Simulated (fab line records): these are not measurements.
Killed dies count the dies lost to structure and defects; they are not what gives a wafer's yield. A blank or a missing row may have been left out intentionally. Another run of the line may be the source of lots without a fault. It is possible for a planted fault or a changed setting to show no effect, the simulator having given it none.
fab line records	flow n5Finfet
record: lots: 12	wafers: 36	lastDay: 16
route steps=1938 shown BEOL_M6@1215 PASSIVATION@1906
lots with no fault: from the same line, run without faults
startH: hours from the record's opening day to when the first of the lot's shown wafers began	waitH: hours since the lot's step before	" the same as in the row above	L1.1+2: a single row standing in for several wafers	- no value present, or no start provided	* or withheld: withheld	< > ~ a bound
route shown NAME@n: NAME is a module with steps in the file, n the number in the route of the first one	usual: average and standard deviation across the fault-free wafers	same: alike in all rows	chamber/n: place in a boat	sites: readings site by site	_std_site: the standard deviation of these	_edge_site: mean of outer sites minus mean of inner sites	radiusMm: how far each site lies from the wafer's centre	mask NAME#n: copy n	behind: the tool/chamber that last shaped the wafer	hold: the reason the lot was held/the length of the hold in hours/how it ended	device: the transistor (n, p or np) that didn't switch	end of line: the route-end tests of the same wafers	a step without rows: its recipe alone	killed: not the wafer's yield, but the dies lost to structure and defects at the first sort	map: per-die view of a wafer (x killed, . not killed, _ where there is no die)
set.NAME: setting as actually run; set.NAME@STEP: the setting as run at that earlier step	model.NAME: the simulator's own value behind a step, which no gauge read
steps of the route over a sample of lots; a table a step, a row a wafer
services: the hour from which a tool's chamber was out of use, counted from the record's first day as startH (under 0 if before that day), plus the number of hours and why
== steps ==
step: N5_BEOL_M6_HM_OPEN_17
recipe: chemistry: Cl2/BCl3	targetDepthA: 200	overetchA: 60	target: TiN	maskMaterial: SOC	ionEnergyEv: 150	pressureMtorr: 10	icpW: 1000	biasW: 126	Cl2_flow_sccm: 53.25	bcl3FlowSccm: 21.75	Ar_flow_sccm: 25
usual: drypumpMotorCurrentA: 5.4/0.42	oesProductAu: 0.72/0.077	throttleValvePct: 22.1/0.36
lot.wafer	tool	chamber	startH	waitH	drypumpMotorCurrentA	oesProductAu	rfHoursCounterH	throttleValvePct
L412.1	rieMetal-03	1	193.50	0.0	5.3	0.64	46	22.3
L412.2	"	0	"	"	5.5	0.76	9	22.6
L412.6	"	1	"	"	5.3	0.64	-	22.3
L414.2	rieMetal-01	0	199.03	0.1	5.1	0.65	-	21.6
L414.3	"	0	"	"	5.0	0.65	-	21.6
L414.6	"	0	"	"	5.1	0.65	-	21.6
L416.3	rieMetal-03	1	216.81	0.1	5.3	0.63	-	22.3
L416.4	"	0	"	"	5.6	0.75	-	22.6
L416.6	"	0	"	"	5.6	0.74	-	22.6
L418.1	rieMetal-03	1	229.95	0.0	5.3	0.64	51	22.3
L418.3	"	0	"	"	5.5	0.74	-	22.6
L418.5	"	0	"	"	5.6	0.74	-	22.6
L417.1	rieMetal-02	0	230.21	0.0	6.0	0.75	9	21.6
L417.4	"	0	"	"	6.0	0.75	-	21.6
L417.5	"	1	"	"	6.1	0.85	-	22.3
L420.2	rieMetal-01	1	234.11	0.0	5.1	0.81	2	22.2
L420.3	"	1	"	"	5.1	0.82	-	22.3
L420.5	"	0	"	"	5.0	0.64	-	21.6
L419.1	rieMetal-01	1	235.67	0.0	5.1	0.81	2	22.3
L419.2	"	0	"	"	5.0	0.64	49	21.6
L419.3	"	1	"	"	5.1	0.81	-	22.3
L421.1	rieMetal-02	0	253.37	0.0	6.0	0.76	10	21.6
L421.3	"	1	"	"	6.1	0.82	-	22.3
L421.6	"	0	"	"	6.0	0.76	-	21.7
L422.3	rieMetal-02	0	257.49	0.1	6.0	0.75	-	21.6
L422.4	"	1	"	"	6.1	0.82	-	22.3
L422.6	"	0	"	"	6.0	0.74	-	21.6
L423.1	rieMetal-01	1	258.71	0.0	5.1	0.79	5	22.2
L423.4	"	1	"	"	5.1	0.78	-	22.3
L423.5	"	0	"	"	5.0	0.63	-	21.7
L424.2	rieMetal-01	0	262.62	0.0	5.1	0.62	52	21.7
L424.5	"	1	"	"	5.1	0.78	-	22.3
L424.6	"	0	"	"	5.0	0.63	-	21.7
L428.1	rieMetal-01	0	291.51	0.0	5.0	0.62	54	21.7
L428.3	"	1	"	"	5.1	0.78	-	22.3
L428.6	"	0	"	"	5.1	0.63	-	21.7
step: N5_PASSIVATION_OVL_MEAS_63
recipe: pointsPerWafer: 44
usual: PAD_OVL: 2/5.4
lot.wafer	tool	chamber	startH	waitH	PAD_OVL[nm]
L412.1	overlay-01	0	271.31	0.0	-4
L412.2	"	0	"	"	8
L412.6	"	0	"	"	1
L414.2	overlay-02	0	290.30	0.0	9
L414.3	"	0	"	"	6
L414.6	"	0	"	"	6
L416.3	overlay-01	0	297.96	0.0	5
L416.4	"	0	"	"	-3
L416.6	"	0	"	"	0
L418.1	overlay-02	0	308.34	0.0	3
L418.3	"	0	"	"	6
L418.5	"	0	"	"	1
L417.1	overlay-02	0	313.11	0.1	-2
L417.4	"	0	"	"	-5
L417.5	"	0	"	"	-6
L420.2	overlay-02	0	314.00	0.0	0
L420.3	"	0	"	"	3
L420.5	"	0	"	"	7
L419.1	overlay-02	0	324.99	0.0	2
L419.2	"	0	"	"	1
L419.3	"	0	"	"	8
L421.1	overlay-01	0	332.57	0.0	3
L421.3	"	0	"	"	4
L421.6	"	0	"	"	-3
L422.3	overlay-01	0	341.01	0.0	2
L422.4	"	0	"	"	-7
L422.6	"	0	"	"	-9
L424.2	overlay-01	0	345.90	0.0	-2
L424.5	"	0	"	"	-3
L424.6	"	0	"	"	2
L423.1	overlay-01	0	346.61	0.0	-13
L423.4	"	0	"	"	-8
L423.5	"	0	"	"	-12
L428.1	overlay-02	0	378.01	0.0	9
L428.3	"	0	"	"	6
L428.6	"	0	"	"	12
step: N5_PASSIVATION_PECVD_35
recipe: material: SiNx	targetThkA: 7000	tempC: 400	precursor: SiH4/NH3/N2	pressureTorr: 4.9	rfW: 1406	timeS: 151.3
usual: heaterPowerOuterW: 148/66	heaterPowerW: 352/91	showerheadPlenumPTorr: 8.69/0.07	throttleValvePct: 28.9/1.2
lot.wafer	tool	chamber	startH	waitH	heaterPowerOuterW	heaterPowerW	showerheadPlenumPTorr	throttleValvePct
L412.1	pecvd-04	2	273.23	0.1	81	222	8.61	27.9
L412.2	"	0	"	"	109	327	8.79	30.2
L412.6	"	0	"	"	137	367	8.78	30.3
L414.2	pecvd-02	2	291.57	0.1	234	441	8.60	28.4
L414.3	"	0	"	"	111	288	8.61	30.1
L414.6	"	0	"	"	145	335	8.64	29.9
L416.3	pecvd-02	1	299.59	0.1	132	324	8.66	28.7
L416.4	"	2	"	"	230	441	8.59	28.1
L416.6	"	1	"	"	153	355	8.66	28.6
L418.1	pecvd-01	2	309.62	0.1	277	539	8.69	28.8
L418.3	"	1	"	"	134	330	8.75	29.2
L418.5	"	1	"	"	152	359	8.73	29.2
L417.1	pecvd-01	1	314.41	0.1	70	258	8.73	29.1
L417.4	"	2	"	"	283	563	8.71	29.0
L417.5	"	0	"	"	181	388	8.75	26.5
L420.2	pecvd-02	2	315.29	0.1	216	420	8.60	28.4
L420.3	"	1	"	"	149	350	8.66	28.7
L420.5	"	2	"	"	230	443	8.58	28.3
L419.1	pecvd-01	1	326.31	0.1	148	343	8.73	29.3
L419.2	"	0	"	"	209	432	8.73	26.8
L419.3	"	2	"	"	222	463	8.69	29.0
L421.1	pecvd-01	0	333.85	0.1	214	416	8.73	26.6
L421.3	"	2	"	"	291	552	8.70	29.0
L421.6	"	1	"	"	132	330	8.70	29.1
L422.3	pecvd-02	1	342.29	0.1	70	237	8.66	28.4
L422.4	"	2	"	"	229	452	8.61	28.4
L422.6	"	0	"	"	138	333	8.62	30.2
L424.2	pecvd-04	1	347.17	0.1	154	378	8.74	29.4
L424.5	"	0	"	"	147	390	8.80	30.4
L424.6	"	1	"	"	85	286	8.73	29.3
L423.1	pecvd-04	1	347.96	0.1	120	342	8.69	29.2
L423.4	"	1	"	"	135	356	8.71	29.6
L423.5	"	1	"	"	45	235	8.72	29.4
L428.1	pecvd-04	2	379.56	0.1	59	187	8.58	28.1
L428.3	"	2	"	"	78	217	8.61	28.0
L428.6	"	0	"	"	110	334	8.80	30.7
step: N5_PASSIVATION_PROBE_49
usual: defectLimitedYield: 91.4/1.5	killed_at_M0_to_M3: 35/11	killed_at_M4_up: 16/7	killedAtContacts: 11/5.3	killedAtFrontEnd: 37/11	killedAtOther: 3.1/2.8	killedDies: 102/18	killedOnRim: 13/3.7	killedOpen: 69/15	killedShort: 31/7.8	sort_bin_5_function: 5.1/1.1	sort_bin_6_memory: 3.2/0.69	sortNPass: 1078/18	sortYieldPct: 91.4/1.5
same: grossDies: 1180	killedAtBackSide: 0	sort_bin_4_leakage[%]: 0	sort_bin_8_speed[%]: 0
lot.wafer	tool	chamber	startH	waitH	defectLimitedYield[%]	killed_at_M0_to_M3	killed_at_M4_up	killedAtContacts	killedAtFrontEnd	killedAtOther	killedDies	killedOnRim	killedOpen	killedShort	sort_bin_5_function[%]	sort_bin_6_memory[%]	sortNPass	sortYieldPct[%]
L428.1	prober-02	-	383.19	0.0	84.3	43	88	12	41	1	185	27	76	34	9.8	4.0	995	84.3
L428.3	prober-02	-	383.29	0.1	91.7	38	10	9	41	0	98	18	67	29	5.3	2.7	1082	91.7
L428.6	prober-02	-	383.44	0.3	86.5	45	83	8	22	1	159	24	69	15	9.0	2.7	1021	86.5
killed by level:class
L428.1 BEOL_M6:unspecified=69 BEOL_M1:geometricParticle:open=14 BEOL_M2:geometricParticle:open=11 MOL_CONTACT_COAG:geometricParticle:open=10 DUMMY_GATE:geometricParticle:open=7 STI_FIN_REVEAL:geometricParticle:open=6 BEOL_M4:geometricParticle:open=6 FIN_SAQP:geometricParticle:short=4
L428.3 BEOL_M1:geometricParticle:open=9 BEOL_M2:geometricParticle:open=9 MOL_CONTACT_COAG:geometricParticle:open=8 STI_FIN_REVEAL:geometricParticle:open=6 GATE_CUT:geometricParticle:short=5 BEOL_M0_SAQP:geometricParticle:short=5 BEOL_M3:geometricParticle:open=5 BEOL_M4:geometricParticle:open=5
L428.6 BEOL_M6:unspecified=71 BEOL_M1:geometricParticle:open=13 BEOL_M2:geometricParticle:open=8 BEOL_M0_SAQP:geometricParticle:open=8 BEOL_M3:geometricParticle:open=8 MOL_CONTACT_COAG:geometricParticle:open=7 STI_FIN_REVEAL:geometricParticle:open=3 DUMMY_GATE:geometricParticle:open=3
== services ==
tool	chamber	startH	hours	kind
rieMetal-01	1	190.93	-	clean
rieMetal-01	1	190.93	20.5	scheduledDown
rieMetal-01	1	190.93	20.5	ventCycle
pecvd-04	2	202.38	-	clean
pecvd-04	2	202.38	-	consumableReplace:showerhead
pecvd-02	2	202.45	4.4	repair
pecvd-04	0	208.94	1.9	repair
pecvd-02	2	210.16	5.3	repair
pecvd-04	1	216.87	14.9	repair
pecvd-01	-	218.27	14.1	repair
pecvd-04	-	222.72	0.5	repair
rieMetal-02	-	232.71	14.6	pm
pecvd-01	-	249.84	0.6	repair
rieMetal-03	0	255.47	17.8	repair
rieMetal-02	1	266.73	10.1	repair
pecvd-01	-	269.73	1.0	repair
pecvd-04	-	270.16	2.9	repair
pecvd-04	2	282.31	4.7	repair
rieMetal-03	1	287.20	1.0	repair
pecvd-04	-	290.23	1.7	repair
rieMetal-03	-	290.47	4.0	pm
rieMetal-03	0	318.23	5.4	repair
pecvd-01	-	357.40	1.4	repair
rieMetal-02	-	378.99	0.3	repair
== key ==
firstSign: step: N5_PASSIVATION_PROBE_49	reading: killed_at_M4_up	direction: up	sigmas: 10	usual: 16	struck: 86
effect: step: N5_PASSIVATION_PROBE_49	reading: defectLimitedYield	direction: down	sigmas: 3.8	usual: 91.4	struck: 85.4
moreKillsBornAt: N5_BEOL_M6_HM_OPEN_17@rieMetal-01: 140
metAt N5_BEOL_M6_HM_OPEN_17
struckLots L428
struckWafers L428.1,L428.6
notActingAt N5_PASSIVATION_OVL_MEAS_63,N5_PASSIVATION_PECVD_35
onsetBetween 262.62 291.51
fault: kind: chamberParticleSource	tool: rieMetal-01	chamber: 0	onsetH: 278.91	steps: N5_BEOL_M6_HM_OPEN_17	ratePerVisitCm2: 0.5065	endH: 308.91
